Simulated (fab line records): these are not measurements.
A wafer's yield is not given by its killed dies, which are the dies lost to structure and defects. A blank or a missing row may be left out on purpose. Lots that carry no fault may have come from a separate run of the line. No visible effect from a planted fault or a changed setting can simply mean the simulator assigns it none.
Chamber matching || flow n5 finfet || N5_PASSIVATION_PECVD_55 on pecvd-03: 3 sister chambers
The step deposits SiO2 from SiH4/N2O, target thk 400 nm, time 22.5 s. 3 wafers are shown with their chamber, then 7 later ones without.

## WAFERS WITH THEIR CHAMBER
{"wafer": "L087.3", "chamber": 1, "throttle valve pct (%)": 54.9}
{"wafer": "L091.1", "chamber": 2, "throttle valve pct (%)": 48.3}
{"wafer": "L091.2", "chamber": 0, "throttle valve pct (%)": 52.1}

## WAFERS WITHOUT THEIR CHAMBER
{"wafer": "L091.5", "throttle valve pct (%)": 52.0}
{"wafer": "L093.1", "throttle valve pct (%)": 54.9}
{"wafer": "L093.2", "throttle valve pct (%)": 52.0}
{"wafer": "L093.3", "throttle valve pct (%)": 48.4}
{"wafer": "L097.1", "throttle valve pct (%)": 54.8}
{"wafer": "L097.3", "throttle valve pct (%)": 54.9}
{"wafer": "L097.6", "throttle valve pct (%)": 55.0}

## WHICH CHAMBER EACH ONE RAN IN
{"wafer": "L091.5", "from the rows above": 0, "in truth": 0}
{"wafer": "L093.1", "from the rows above": 1, "in truth": 1}
{"wafer": "L093.2", "from the rows above": 0, "in truth": 0}
{"wafer": "L093.3", "from the rows above": 2, "in truth": 2}
{"wafer": "L097.1", "from the rows above": 1, "in truth": 1}
{"wafer": "L097.3", "from the rows above": 1, "in truth": 1}
{"wafer": "L097.6", "from the rows above": 1, "in truth": 1}
Correctly placed: 7 of 7. Not placeable from these rows: 0. Placed wrongly: 0.
How it was worked out, from the rows above alone: a wafer's distance from a chamber is the root of the sum, over the readings, of the square of ((its reading less the chamber's mean) divided by the reading's scatter). The wafer belongs to the nearest chamber; if the next one is less than 2 further off, it can't be placed. For every chamber, the mean is computed from those of its wafers that are shown. The scatter: root of mean squared gap, hidden wafer to nearest shown wafer, with one shown wafer a chamber.
